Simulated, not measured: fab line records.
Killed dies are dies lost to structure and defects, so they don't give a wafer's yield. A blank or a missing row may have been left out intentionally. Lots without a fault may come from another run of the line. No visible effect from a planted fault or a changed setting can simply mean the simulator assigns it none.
Matching of chambers :: flow nand_harc :: NHARC_A_CONTACT_ALD_18 on ald_metal-02 has 4 sister chambers
The step deposits TiN, target thk 3 nm, pulse time 1 s, ald cycles 150. 8 wafers are shown with their chamber, then 7 later ones without.

WAFERS WITH THEIR CHAMBER
wafer: L078.2
chamber: 0
heater_power_w (W): 770
precursor_pulse_height_rel: 0.996

wafer: L081.3
chamber: 1
heater_power_w (W): 1020
precursor_pulse_height_rel: 0.966

wafer: L081.5
chamber: 2
heater_power_w (W): 1005
precursor_pulse_height_rel: 0.990

wafer: L092.3
chamber: 3
heater_power_w (W): 1201
precursor_pulse_height_rel: 0.983

wafer: L092.4
chamber: 2
heater_power_w (W): 973
precursor_pulse_height_rel: 0.999

wafer: L092.6
chamber: 3
heater_power_w (W): 1170
precursor_pulse_height_rel: 1.029

wafer: L092.1
chamber: 0
heater_power_w (W): 811
precursor_pulse_height_rel: 1.004

wafer: L092.2
chamber: 1
heater_power_w (W): 999
precursor_pulse_height_rel: 1.002

WAFERS MISSING THEIR CHAMBER
wafer: L092.5
heater_power_w (W): 975
precursor_pulse_height_rel: 0.991

wafer: L094.2
heater_power_w (W): 810
precursor_pulse_height_rel: 0.978

wafer: L094.4
heater_power_w (W): 1014
precursor_pulse_height_rel: 1.009

wafer: L094.5
heater_power_w (W): 964
precursor_pulse_height_rel: 0.980

wafer: L097.1
heater_power_w (W): 820
precursor_pulse_height_rel: 1.059

wafer: L097.2
heater_power_w (W): 997
precursor_pulse_height_rel: 0.988

wafer: L097.5
heater_power_w (W): 822
precursor_pulse_height_rel: 1.019

EACH ONE'S CHAMBER
wafer: L092.5
from the rows above: can't be placed: 2 or 1
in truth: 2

wafer: L094.2
from the rows above: 0
in truth: 0

wafer: L094.4
from the rows above: can't be placed: 1 or 2
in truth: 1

wafer: L094.5
from the rows above: can't be placed: 2 or 1
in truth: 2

wafer: L097.1
from the rows above: 0
in truth: 0

wafer: L097.2
from the rows above: can't be placed: 2 or 1
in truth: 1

wafer: L097.5
from the rows above: 0
in truth: 0
Correct placement for 3 of the 7. Unplaceable from these rows: 4, with the true chamber sitting among the candidates in 4. Wrongly placed: 0.
How it was worked out, from the rows above alone: a wafer's distance from a chamber is the root of the sum, over the readings, of the square of ((its reading less the chamber's mean) divided by the reading's scatter). The wafer belongs to the nearest chamber; if the next one is less than 2 further off, it can't be placed. A chamber's mean is the mean of its shown wafers. The scatter: take each reading less its chamber's mean, square it, sum over the shown wafers, divide by the number of wafers less the number of chambers, and take the root.
